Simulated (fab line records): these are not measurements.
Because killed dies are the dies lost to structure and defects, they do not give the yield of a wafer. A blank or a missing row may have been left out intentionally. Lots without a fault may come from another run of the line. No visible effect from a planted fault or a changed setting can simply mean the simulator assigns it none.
Matching of chambers    flow nand harc    rie diel-08 running NHARC_THIN_TSV_ETCHBACK_48: 4 sister chambers
The step etches the open film in C4F8/Ar, target depth 1028.5 nm, time 405.17 s. 8 wafers are shown with their chamber, then 7 later ones without.

== WAFERS PAIRED WITH THEIR CHAMBERS ==
wafer   chamber  rf vpp V (V)  run length s (s)
L324.3  2        548           426.7
L325.2  1        543           426.5
L327.4  0        543           426.2
L340.2  2        547           426.3
L340.4  3        542           427.2
L340.5  3        543           426.4
L343.1  1        540           426.5
L343.3  0        542           425.9

== WAFERS WHOSE CHAMBER IS MISSING ==
wafer   rf vpp V (V)  run length s (s)
L343.4  548           426.5
L344.4  543           426.6
L344.5  542           426.4
L344.6  548           426.3
L346.2  547           426.4
L346.4  541           425.9
L346.6  548           426.3

== THE CHAMBER EACH PASSED THROUGH ==
wafer   from the rows above           in truth
L343.4  2                             2
L344.4  can't be placed: 3 or 1 or 0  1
L344.5  can't be placed: 1 or 0 or 3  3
L344.6  2                             2
L346.2  2                             2
L346.4  can't be placed: 0 or 1 or 3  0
L346.6  2                             2
Correctly placed: 4 of 7. Can't be placed from these rows: 3 (the true chamber is among the candidates in 3). 0 placed wrongly.
How it was worked out, from the rows above alone: a wafer's distance from a chamber is the root of the sum, over the readings, of the square of ((its reading less the chamber's mean) divided by the reading's scatter). The wafer belongs to the nearest chamber; if the next one is less than 2 further off, it can't be placed. For every chamber, the mean is computed from those of its wafers that are shown. The scatter is the square root of a quotient: the sum, over the shown wafers, of each reading's squared deviation from its chamber's mean, divided by wafers minus chambers.
